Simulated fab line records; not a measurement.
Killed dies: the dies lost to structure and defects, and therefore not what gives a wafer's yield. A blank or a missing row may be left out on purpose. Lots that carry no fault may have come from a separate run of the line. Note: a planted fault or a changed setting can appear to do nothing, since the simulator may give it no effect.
fab line records    flow n5Finfet
record: lots: 24  wafers: 72  lastDay: 18
route steps=1938 shown BEOL_M5@1138 BEOL_M6@1196
lots that met no fault: taken from a fault-free run of the same line
startH: the number of hours between the record's first day and the start of the first shown wafer of the lot    waitH: how many hours have passed since the lot's step before this one    " as in the row above    L1.1+2: one row covering several wafers at once    - no value present, or no start provided    * or withheld: withheld    < > ~ a bound
route shown NAME@n: names a module that has steps shown in the file, with the first one's number in the route    usual: mean and standard deviation over wafers with no fault    same: alike in all rows    chamber/n: place in a boat    sites: readings site by site    _std_site: standard deviation across them    _edge_site: outer sites' mean less inner sites'    radiusMm: for every site, how far away it sits from the centre of the wafer    mask NAME#n: copy n    behind: the tool/chamber that last shaped the wafer    hold: what put the lot on hold/how long, in hours/how the hold closed    device: the n, p or np transistor that did not switch    end of line: the same wafers' tests at the end of the route    for a step that has no rows: nothing shown but its recipe    killed: count of dies lost to structure and defects at first sort (not the wafer's yield)    map: dies across one wafer; x = killed, . = not, _ = none there
set.NAME: the setting that was run; set.NAME@STEP: the one run at that earlier step    model.NAME: the simulator's own value behind a step, which no gauge read
steps of the route over a sample of lots; a table a step, a row a wafer
services: from which hour (startH, from the record's first day; less than 0 if before it) a tool's chamber was out of use, for how many hours, and why
== steps ==
step: N5_BEOL_M5_CD_MEAS_18
recipe: pitchNm: 56  targetCdNm: 28
usual: cdNm: 28.0/0.35
lot.wafer  tool      chamber  startH  waitH  cdNm
L074.2     cdSem-02  -        166.40  0.1    28.2
L074.3     "         -        "       "      28.3
L074.4     "         -        "       "      28.3
L076.1     cdSem-01  -        169.05  0.0    27.4
L076.2     "         -        "       "      27.3
L076.4     "         -        "       "      27.9
L075.3     cdSem-02  -        187.16  0.1    28.1
L075.4     "         -        "       "      27.9
L075.5     "         -        "       "      28.3
L077.1     cdSem-01  -        187.32  0.0    28.2
L077.4     "         -        "       "      28.5
L077.6     "         -        "       "      28.4
L078.3     cdSem-01  -        191.53  0.1    28.0
L078.5     "         -        "       "      27.9
L078.6     "         -        "       "      27.9
L079.1     cdSem-02  -        203.34  0.0    28.5
L079.2     "         -        "       "      28.4
L079.6     "         -        "       "      28.0
L081.2     cdSem-01  -        212.76  0.1    28.0
L081.4     "         -        "       "      28.2
L081.5     "         -        "       "      28.2
L082.4     cdSem-01  -        217.70  0.1    28.0
L082.5     "         -        "       "      28.0
L082.6     "         -        "       "      27.4
L080.1     cdSem-01  -        221.35  0.0    27.9
L080.2     "         -        "       "      28.4
L080.4     "         -        "       "      28.4
L083.1     cdSem-03  -        221.79  0.0    27.8
L083.2     "         -        "       "      27.8
L083.6     "         -        "       "      28.4
L084.3     cdSem-02  -        227.33  0.1    27.7
L084.5     "         -        "       "      28.8
L084.6     "         -        "       "      28.2
L085.1     cdSem-01  -        242.38  0.0    27.9
L085.3     "         -        "       "      28.7
L085.5     "         -        "       "      29.1
L086.1     cdSem-01  -        256.59  0.0    28.1
L086.2     "         -        "       "      28.0
L086.3     "         -        "       "      28.2
L087.1     cdSem-02  -        260.25  0.0    28.2
L087.3     "         -        "       "      28.2
L087.4     "         -        "       "      27.8
L088.1     cdSem-01  -        263.72  0.0    27.9
L088.4     "         -        "       "      28.5
L088.5     "         -        "       "      28.4
L090.3     cdSem-03  -        269.18  0.1    28.3
L090.4     "         -        "       "      27.6
L090.6     "         -        "       "      27.7
L091.2     cdSem-03  -        276.78  0.1    27.5
L091.3     "         -        "       "      27.8
L091.6     "         -        "       "      27.2
L089.3     cdSem-02  -        281.32  0.1    27.7
L089.5     "         -        "       "      27.9
L089.6     "         -        "       "      27.6
L092.2     cdSem-01  -        287.57  0.1    28.4
L092.3     "         -        "       "      28.2
L092.4     "         -        "       "      27.6
L094.1     cdSem-02  -        288.56  0.0    27.6
L094.2     "         -        "       "      27.9
L094.4     "         -        "       "      27.9
L093.1     cdSem-02  -        290.37  0.0    28.0
L093.2     "         -        "       "      28.0
L093.4     "         -        "       "      27.6
L095.2     cdSem-02  -        292.49  0.1    28.4
L095.3     "         -        "       "      27.9
L095.4     "         -        "       "      28.4
L096.3     cdSem-03  -        312.05  0.1    28.3
L096.5     "         -        "       "      27.9
L096.6     "         -        "       "      27.8
L097.1     cdSem-02  -        314.94  0.0    27.9
L097.4     "         -        "       "      27.6
L097.5     "         -        "       "      27.4
step: N5_BEOL_M5_SURFACE_TREAT_87
recipe: gas: Ar  timeS: *  ionEnergyEv: *  ionCurrentMaCm2: 0.5  pressureMtorr: *  arFlowSccm: 30
usual: pressureMtorr: *  throttleValvePct: *
lot.wafer  tool           chamber  startH  waitH  pressureMtorr  throttleValvePct
L074.2     pvdSputter-03  -        170.66  0.2    *              *
L074.3     "              -        "       "      *              *
L074.4     "              -        "       "      *              *
L076.1     pvdSputter-02  -        171.09  0.1    *              *
L076.2     "              -        "       "      *              *
L076.4     "              -        "       "      *              *
L075.3     pvdSputter-02  -        188.85  0.1    *              *
L075.4     "              -        "       "      *              *
L075.5     "              -        "       "      *              *
L077.1     pvdSputter-03  -        189.16  0.1    *              *
L077.4     "              -        "       "      *              *
L077.6     "              -        "       "      *              *
L078.3     pvdSputter-01  -        194.16  0.1    *              *
L078.5     "              -        "       "      *              *
L078.6     "              -        "       "      *              *
L079.1     pvdSputter-02  -        205.06  0.1    *              *
L079.2     "              -        "       "      *              *
L079.6     "              -        "       "      *              *
L081.2     pvdSputter-02  -        215.13  0.1    *              *
L081.4     "              -        "       "      *              *
L081.5     "              -        "       "      *              *
L082.4     pvdSputter-03  -        221.11  0.2    *              *
L082.5     "              -        "       "      *              *
L082.6     "              -        "       "      *              *
L083.1     pvdSputter-03  -        226.84  0.2    *              *
L083.2     "              -        "       "      *              *
L083.6     "              -        "       "      *              *
L080.1     pvdSputter-01  -        228.89  0.1    *              *
L080.2     "              -        "       "      *              *
L080.4     "              -        "       "      *              *
L084.3     pvdSputter-03  -        231.89  0.1    *              *
L084.5     "              -        "       "      *              *
L084.6     "              -        "       "      *              *
L085.1     pvdSputter-02  -        245.89  0.2    *              *
L085.3     "              -        "       "      *              *
L085.5     "              -        "       "      *              *
L086.1     pvdSputter-01  -        259.17  0.3    *              *
L086.2     "              -        "       "      *              *
L086.3     "              -        "       "      *              *
L087.1     pvdSputter-01  -        262.89  0.2    *              *
L087.3     "              -        "       "      *              *
L087.4     "              -        "       "      *              *
L088.1     pvdSputter-02  -        265.98  0.2    *              *
L088.4     "              -        "       "      *              *
L088.5     "              -        "       "      *              *
L090.3     pvdSputter-02  -        272.01  0.3    *              *
L090.4     "              -        "       "      *              *
L090.6     "              -        "       "      *              *
L091.2     pvdSputter-02  -        279.70  0.1    *              *
L091.3     "              -        "       "      *              *
L091.6     "              -        "       "      *              *
L089.3     pvdSputter-02  -        285.72  0.2    *              *
L089.5     "              -        "       "      *              *
L089.6     "              -        "       "      *              *
L092.2     pvdSputter-01  -        291.86  0.1    *              *
L092.3     "              -        "       "      *              *
L092.4     "              -        "       "      *              *
L094.1     pvdSputter-02  -        292.56  0.3    *              *
L094.2     "              -        "       "      *              *
L094.4     "              -        "       "      *              *
L093.1     pvdSputter-03  -        295.41  0.3    *              *
L093.2     "              -        "       "      *              *
L093.4     "              -        "       "      *              *
L095.2     pvdSputter-01  -        296.97  0.2    *              *
L095.3     "              -        "       "      *              *
L095.4     "              -        "       "      *              *
L096.3     pvdSputter-02  -        314.72  0.2    *              *
L096.5     "              -        "       "      *              *
L096.6     "              -        "       "      *              *
L097.1     pvdSputter-01  -        317.51  0.4    *              *
L097.4     "              -        "       "      *              *
L097.5     "              -        "       "      *              *
step: N5_BEOL_M5_SPUTTER_90
recipe: material: Cu  targetThkA: 45  tempC: -20  chamberPressurePa: 0.07  powerW: withheld  timeS: 8.29
usual: chamberPressurePa: 0.07002/0.00014  throttleValvePct: 29.5/1.1
lot.wafer  tool           chamber  startH  waitH  chamberPressurePa  throttleValvePct
L074.2     pvdSputter-03  -        175.31  0.5    0.06988            28.5
L074.3     "              -        "       "      0.07003            28.6
L074.4     "              -        "       "      0.06975            28.5
L076.1     pvdSputter-02  -        175.89  0.5    0.06981            30.2
L076.2     "              -        "       "      0.07008            29.2
L076.4     "              -        "       "      0.06985            30.3
L075.3     pvdSputter-01  -        193.41  0.5    0.0701             29.2
L075.4     "              -        "       "      0.06996            27.9
L075.5     "              -        "       "      0.07016            29.3
L077.1     pvdSputter-02  -        193.73  0.5    0.06979            29.9
L077.4     "              -        "       "      0.06996            30.1
L077.6     "              -        "       "      0.07005            31.3
L078.3     pvdSputter-02  -        198.75  0.5    0.07003            30.3
L078.5     "              -        "       "      0.07024            30.1
L078.6     "              -        "       "      0.06979            29.2
L079.1     pvdSputter-03  -        209.63  0.5    0.07001            28.6
L079.2     "              -        "       "      0.07017            28.8
L079.6     "              -        "       "      0.06986            28.9
L081.2     pvdSputter-03  -        220.08  0.5    0.07019            28.5
L081.4     "              -        "       "      0.07013            28.4
L081.5     "              -        "       "      0.07011            28.8
L082.4     pvdSputter-03  -        225.68  0.5    0.06995            28.8
L082.5     "              -        "       "      0.07017            28.9
L082.6     "              -        "       "      0.07011            31.0
L083.1     pvdSputter-02  -        231.44  0.5    0.06993            30.1
L083.2     "              -        "       "      0.06992            30.1
L083.6     "              -        "       "      0.06992            30.9
L080.1     pvdSputter-01  -        233.50  0.5    0.06999            30.5
L080.2     "              -        "       "      0.06987            27.8
L080.4     "              -        "       "      0.07026            29.1
L084.3     pvdSputter-03  -        236.60  0.5    0.07016            29.0
L084.5     "              -        "       "      0.06987            28.5
L084.6     "              -        "       "      0.07006            30.9
L085.1     pvdSputter-02  -        250.47  0.5    0.07032            30.2
L085.3     "              -        "       "      0.07008            30.1
L085.5     "              -        "       "      0.07014            31.1
L086.1     pvdSputter-02  -        264.02  0.5    0.07001            29.4
L086.2     "              -        "       "      0.07015            30.1
L086.3     "              -        "       "      0.06986            31.3
L087.1     pvdSputter-01  -        267.87  0.5    0.06989            30.4
L087.3     "              -        "       "      0.06971            29.1
L087.4     "              -        "       "      0.07003            27.8
L088.1     pvdSputter-02  -        270.71  0.5    0.07009            30.2
L088.4     "              -        "       "      0.07019            29.3
L088.5     "              -        "       "      0.07               30.3
L090.3     pvdSputter-03  -        276.67  0.5    0.06994            28.6
L090.4     "              -        "       "      0.07005            28.6
L090.6     "              -        "       "      0.07004            28.8
L091.2     pvdSputter-01  -        285.81  0.5    0.0701             27.8
L091.3     "              -        "       "      0.07016            29.1
L091.6     "              -        "       "      0.07002            29.2
L089.3     pvdSputter-02  -        290.28  0.5    0.06974            30.3
L089.5     "              -        "       "      0.06987            29.3
L089.6     "              -        "       "      0.07007            31.2
L092.2     pvdSputter-01  -        296.45  0.5    0.07007            28.0
L092.3     "              -        "       "      0.07016            29.0
L092.4     "              -        "       "      0.07008            30.6
L094.1     pvdSputter-02  -        297.15  0.5    0.06984            30.5
L094.2     "              -        "       "      0.07001            29.2
L094.4     "              -        "       "      0.07022            31.2
L093.1     pvdSputter-03  -        299.97  0.5    0.07004            28.6
L093.2     "              -        "       "      0.07017            28.8
L093.4     "              -        "       "      0.06999            28.6
L095.2     pvdSputter-01  -        306.89  0.5    0.07006            30.6
L095.3     "              -        "       "      0.06989            28.0
L095.4     "              -        "       "      0.06991            29.0
L096.3     pvdSputter-02  -        319.40  0.5    0.07025            30.1
L096.5     "              -        "       "      0.07005            31.1
L096.6     "              -        "       "      0.06981            30.4
L097.1     pvdSputter-01  -        322.14  0.5    0.06987            27.9
L097.4     "              -        "       "      0.06987            27.7
L097.5     "              -        "       "      0.0702             27.6
step: N5_BEOL_M6_THK_MEAS_01
recipe: reads: SiCOH_lowk_of_BEOL_M6_ILD_DEP_00
usual: M6_ILD_THK: 153.7/2
lot.wafer  tool          chamber  startH  waitH  M6_ILD_THK[nm]
L074.2     filmMetro-01  -        177.55  0.4    150.1
L074.3     "             -        "       "      150.8
L074.4     "             -        "       "      156.1
L076.1     filmMetro-02  -        180.63  0.4    151.1
L076.2     "             -        "       "      150.6
L076.4     "             -        "       "      152.9
L075.3     filmMetro-01  -        196.37  0.3    153.9
L075.4     "             -        "       "      157.7
L075.5     "             -        "       "      155.7
L077.1     filmMetro-01  -        197.56  0.8    151.2
L077.4     "             -        "       "      153.2
L077.6     "             -        "       "      154.6
L078.3     filmMetro-02  -        203.84  0.3    154.4
L078.5     "             -        "       "      155.6
L078.6     "             -        "       "      154.6
L079.1     filmMetro-01  -        213.65  0.4    153.6
L079.2     "             -        "       "      151.1
L079.6     "             -        "       "      155.4
L081.2     filmMetro-01  -        224.05  1.3    153.0
L081.4     "             -        "       "      156.3
L081.5     "             -        "       "      156.3
L082.4     filmMetro-02  -        227.43  0.2    154.0
L082.5     "             -        "       "      154.1
L082.6     "             -        "       "      153.4
L083.1     filmMetro-02  -        233.30  0.4    152.0
L083.2     "             -        "       "      151.4
L083.6     "             -        "       "      155.8
L080.1     filmMetro-01  -        236.65  1.6    152.1
L080.2     "             -        "       "      153.2
L080.4     "             -        "       "      155.6
L084.3     filmMetro-01  -        238.30  0.3    153.2
L084.5     "             -        "       "      154.0
L084.6     "             -        "       "      157.6
L085.1     filmMetro-02  -        252.17  0.4    152.8
L085.3     "             -        "       "      150.6
L085.5     "             -        "       "      154.5
L086.1     filmMetro-01  -        265.99  0.4    153.3
L086.2     "             -        "       "      154.3
L086.3     "             -        "       "      153.4
L087.1     filmMetro-02  -        270.27  0.8    149.9
L087.3     "             -        "       "      152.6
L087.4     "             -        "       "      152.9
L088.1     filmMetro-01  -        272.40  0.4    154.8
L088.4     "             -        "       "      156.3
L088.5     "             -        "       "      156.2
L090.3     filmMetro-01  -        278.59  0.3    154.4
L090.4     "             -        "       "      155.6
L090.6     "             -        "       "      153.4
L091.2     filmMetro-01  -        287.78  0.4    153.0
L091.3     "             -        "       "      149.8
L091.6     "             -        "       "      157.4
L089.3     filmMetro-02  -        291.98  0.3    151.2
L089.5     "             -        "       "      155.8
L089.6     "             -        "       "      153.7
L092.2     filmMetro-01  -        298.15  0.4    153.7
L092.3     "             -        "       "      152.1
L092.4     "             -        "       "      155.5
L094.1     filmMetro-01  -        298.84  0.4    155.1
L094.2     "             -        "       "      153.5
L094.4     "             -        "       "      156.5
L093.1     filmMetro-01  -        301.86  0.4    152.9
L093.2     "             -        "       "      148.4
L093.4     "             -        "       "      154.5
L095.2     filmMetro-02  -        308.59  0.4    154.4
L095.3     "             -        "       "      152.5
L095.4     "             -        "       "      158.5
L096.3     filmMetro-01  -        321.10  0.3    153.4
L096.5     "             -        "       "      154.2
L096.6     "             -        "       "      155.6
L097.1     filmMetro-01  -        323.83  0.4    153.4
L097.4     "             -        "       "      155.1
L097.5     "             -        "       "      155.7
step: N5_BEOL_M6_ETCH_66
recipe: chemistry: N2/H2  target: SOC  targetDepthA: 800  overetchA: 160  maskMaterial: SiARC  tempC: 40  timeS: 120  ionEnergyEv: 200  pressureMtorr: 30  sourceW: 840  biasW: 150  n2FlowSccm: 200  h2FlowSccm: 200
usual: drypumpMotorCurrentA: 5.6/0.39  oesProductAu: 0.61/0.056  rfVppV: 524.3/2.5  showerheadPlenumPTorr: 2.56/0.083  throttleValvePct: 17.74/0.19
lot.wafer  tool        chamber  startH  waitH  drypumpMotorCurrentA  oesProductAu  rfHoursCounterH  rfVppV  showerheadPlenumPTorr  throttleValvePct
L074.2     rieDiel-04  1        181.53  0.0    5.4                   0.71          7                522.8   2.52                   17.49
L074.3     "           0        "       "      5.9                   0.58          174              524.5   2.54                   17.71
L074.4     "           2        "       "      5.7                   0.57          179              526.4   2.63                   18.08
L076.1     rieDiel-05  0        182.75  0.0    5.6                   0.66          52               529.1   2.71                   17.77
L076.2     "           2        "       "      5.8                   0.54          197              526.4   2.62                   17.36
L076.4     "           2        "       "      5.8                   0.54          -                525.8   2.62                   17.36
L075.3     rieDiel-04  1        198.99  0.0    5.4                   0.71          11               522.4   2.51                   17.49
L075.4     "           0        "       "      5.9                   0.57          179              524.2   2.54                   17.71
L075.5     "           2        "       "      5.7                   0.56          -                525.9   2.63                   18.08
L077.1     rieDiel-04  3        201.23  0.0    4.9                   0.68          44               527.9   2.70                   17.62
L077.4     "           0        "       "      5.9                   0.57          180              523.5   2.54                   17.72
L077.6     "           2        "       "      5.7                   0.57          -                526.4   2.63                   18.07
L078.3     rieDiel-02  0        205.47  0.0    5.4                   0.60          123              524.5   2.56                   17.59
L078.5     "           3        "       "      5.5                   0.67          -                523.0   2.49                   17.82
L078.6     "           2        "       "      6.6                   0.58          -                520.2   2.42                   17.70
L079.1     rieDiel-02  0        215.83  0.0    5.4                   0.60          127              525.7   2.56                   17.59
L079.2     "           1        "       "      5.4                   0.68          16               525.9   2.61                   17.83
L079.6     "           3        "       "      5.5                   0.67          -                522.2   2.48                   17.86
L081.2     rieDiel-02  2        228.28  0.0    6.6                   0.57          171              519.9   2.42                   17.73
L081.4     "           1        "       "      5.4                   0.68          21               525.3   2.61                   17.84
L081.5     "           1        "       "      5.4                   0.67          -                525.6   2.61                   17.83
L082.4     rieDiel-02  2        230.49  0.0    6.6                   0.57          172              520.2   2.42                   17.73
L082.5     "           1        "       "      5.4                   0.67          -                525.6   2.61                   17.85
L082.6     "           2        "       "      6.6                   0.57          -                520.1   2.42                   17.74
L083.1     rieDiel-05  1        236.74  0.0    5.4                   0.70          16               523.3   2.50                   17.76
L083.2     "           0        "       "      5.6                   0.64          69               528.9   2.70                   17.82
L083.6     "           1        "       "      5.4                   0.71          -                522.6   2.50                   17.78
L080.1     rieDiel-02  0        239.10  0.0    5.4                   0.59          135              524.4   2.55                   17.62
L080.2     "           3        "       "      5.5                   0.65          62               521.5   2.48                   17.85
L080.4     "           2        "       "      6.6                   0.57          174              520.0   2.42                   17.73
L084.3     rieDiel-05  1        243.85  0.0    5.4                   0.70          19               522.9   2.50                   17.77
L084.5     "           3        "       "      5.7                   0.54          -                524.0   2.49                   17.58
L084.6     "           0        "       "      5.6                   0.63          -                527.6   2.70                   17.81
L085.1     rieDiel-04  2        255.11  0.0    5.7                   0.55          205              525.6   2.62                   18.10
L085.3     "           3        "       "      5.0                   0.66          64               529.2   2.69                   17.63
L085.5     "           1        "       "      5.4                   0.66          -                523.7   2.51                   17.53
L086.1     rieDiel-02  2        268.25  0.0    6.6                   0.56          185              520.5   2.41                   17.77
L086.2     "           3        "       "      5.5                   0.64          73               523.3   2.48                   17.88
L086.3     "           0        "       "      5.4                   0.59          144              523.7   2.55                   17.63
L087.1     rieDiel-05  0        274.95  0.0    5.5                   0.63          83               528.0   2.69                   17.84
L087.3     "           3        "       "      5.7                   0.53          240              522.0   2.49                   17.61
L087.4     "           1        "       "      5.4                   0.68          29               521.4   2.50                   17.80
L088.1     rieDiel-04  1        276.54  0.0    5.4                   0.66          41               522.5   2.50                   17.55
L088.4     "           3        "       "      5.0                   0.65          72               528.7   2.69                   17.68
L088.5     "           1        "       "      5.4                   0.66          -                522.1   2.50                   17.54
L090.3     rieDiel-05  1        281.68  0.0    5.4                   0.68          31               523.6   2.50                   17.79
L090.4     "           3        "       "      5.7                   0.53          243              522.8   2.48                   17.61
L090.6     "           0        "       "      5.6                   0.63          -                526.4   2.69                   17.82
L091.2     rieDiel-04  0        289.49  0.0    5.9                   0.56          211              523.8   2.53                   17.78
L091.3     "           3        "       "      5.0                   0.64          77               528.0   2.68                   17.66
L091.6     "           3        "       "      5.0                   0.65          -                528.0   2.68                   17.69
L089.3     rieDiel-04  3        296.11  0.0    5.0                   0.64          79               528.1   2.68                   17.66
L089.5     "           1        "       "      5.4                   0.65          -                521.9   2.50                   17.55
L089.6     "           2        "       "      5.7                   0.55          -                526.4   2.62                   18.15
L092.2     rieDiel-02  2        301.06  0.0    6.6                   0.56          196              520.2   2.41                   17.78
L092.3     "           1        "       "      5.4                   0.64          44               525.8   2.60                   17.90
L092.4     "           0        "       "      5.4                   0.58          155              524.3   2.54                   17.66
L094.1     rieDiel-04  1        303.76  0.0    5.4                   0.65          49               522.2   2.50                   17.56
L094.2     "           3        "       "      5.0                   0.65          81               527.6   2.68                   17.68
L094.4     "           2        "       "      5.7                   0.54          219              526.3   2.62                   18.13
L093.1     rieDiel-02  0        306.55  0.0    5.4                   0.58          157              523.4   2.54                   17.64
L093.2     "           2        "       "      6.6                   0.56          198              520.0   2.41                   17.77
L093.4     "           1        "       "      5.4                   0.65          46               525.2   2.60                   17.89
L095.2     rieDiel-04  0        312.84  0.0    5.9                   0.56          218              523.4   2.52                   17.79
L095.3     "           2        "       "      5.7                   0.54          222              525.2   2.61                   18.16
L095.4     "           1        "       "      5.4                   0.64          52               522.1   2.50                   17.55
L096.3     rieDiel-05  2        325.65  0.0    5.8                   0.51          249              525.6   2.60                   17.44
L096.5     "           0        "       "      5.6                   0.61          -                526.5   2.68                   17.87
L096.6     "           2        "       "      5.8                   0.51          -                525.7   2.60                   17.46
L097.1     rieDiel-02  1        327.61  0.0    5.4                   0.62          56               526.1   2.59                   17.90
L097.4     "           0        "       "      5.4                   0.57          166              522.5   2.54                   17.65
L097.5     "           0        "       "      5.4                   0.57          -                522.9   2.54                   17.67
step: N5_BEOL_M6_THK_MEAS_53
recipe: thkMeasGauge: xrf  reads: Cu_of_BEOL_M6_ECD_50
usual: M6_THK: 81.0/1.9
lot.wafer  tool          chamber  startH  waitH  M6_THK[nm]
L074.2     filmMetro-02  -        188.56  -      82.0
L074.3     "             -        "       "      82.6
L074.4     "             -        "       "      81.6
L076.1     filmMetro-01  -        189.49  -      80.6
L076.2     "             -        "       "      78.7
L076.4     "             -        "       "      80.5
L075.3     filmMetro-01  -        206.38  -      79.8
L075.4     "             -        "       "      80.3
L075.5     "             -        "       "      80.5
L077.1     filmMetro-01  -        206.92  -      82.7
L077.4     "             -        "       "      82.8
L077.6     "             -        "       "      83.6
L078.3     filmMetro-02  -        211.21  -      80.0
L078.5     "             -        "       "      77.6
L078.6     "             -        "       "      80.1
L079.1     filmMetro-02  -        221.09  -      80.5
L079.2     "             -        "       "      80.6
L079.6     "             -        "       "      78.6
L081.2     filmMetro-01  -        231.17  -      81.3
L081.4     "             -        "       "      82.7
L081.5     "             -        "       "      83.2
L082.4     filmMetro-01  -        233.32  -      81.2
L082.5     "             -        "       "      83.4
L082.6     "             -        "       "      79.9
L083.1     filmMetro-02  -        240.56  -      83.4
L083.2     "             -        "       "      80.1
L083.6     "             -        "       "      84.7
L080.1     filmMetro-02  -        242.23  -      81.6
L080.2     "             -        "       "      78.5
L080.4     "             -        "       "      83.0
L084.3     filmMetro-02  -        246.96  -      83.1
L084.5     "             -        "       "      78.9
L084.6     "             -        "       "      81.0
L085.1     filmMetro-01  -        259.57  -      83.5
L085.3     "             -        "       "      84.8
L085.5     "             -        "       "      83.7
L086.1     filmMetro-01  -        272.29  -      80.8
L086.2     "             -        "       "      80.5
L086.3     "             -        "       "      81.2
L087.1     filmMetro-02  -        277.92  -      82.1
L087.3     "             -        "       "      82.4
L087.4     "             -        "       "      87.1
L088.1     filmMetro-01  -        280.00  -      79.4
L088.4     "             -        "       "      83.1
L088.5     "             -        "       "      80.3
L090.3     filmMetro-02  -        284.59  -      82.8
L090.4     "             -        "       "      77.1
L090.6     "             -        "       "      77.7
L091.2     filmMetro-01  -        291.72  -      78.5
L091.3     "             -        "       "      80.4
L091.6     "             -        "       "      81.0
L089.3     filmMetro-01  -        299.43  -      81.9
L089.5     "             -        "       "      79.6
L089.6     "             -        "       "      79.7
L092.2     filmMetro-01  -        305.43  -      79.7
L092.3     "             -        "       "      82.9
L092.4     "             -        "       "      78.2
L094.1     filmMetro-01  -        306.76  -      81.8
L094.2     "             -        "       "      80.8
L094.4     "             -        "       "      80.8
L093.1     filmMetro-02  -        309.40  -      80.7
L093.2     "             -        "       "      80.7
L093.4     "             -        "       "      84.2
L095.2     filmMetro-01  -        316.17  -      78.8
L095.3     "             -        "       "      79.4
L095.4     "             -        "       "      79.7
L096.3     filmMetro-02  -        328.87  -      79.7
L096.5     "             -        "       "      81.8
L096.6     "             -        "       "      80.6
L097.1     filmMetro-02  -        331.32  -      82.3
L097.4     "             -        "       "      79.2
L097.5     "             -        "       "      77.0
== services ==
tool        chamber  startH  hours  kind
rieDiel-05  1        153.82  -      clean
rieDiel-05  1        153.82  -      consumableReplace:focusRing
rieDiel-05  1        153.82  20.4   scheduledDown
rieDiel-05  1        153.82  20.4   ventCycle
rieDiel-05  3        207.52  3.0    repair
rieDiel-04  2        266.00  8.9    repair
rieDiel-05  3        304.84  -      clean
rieDiel-05  3        304.84  -      consumableReplace:focusRing
rieDiel-05  3        304.84  21.1   scheduledDown
rieDiel-05  3        304.84  21.1   ventCycle
rieDiel-02  3        307.91  13.1   repair
== key ==
fault none
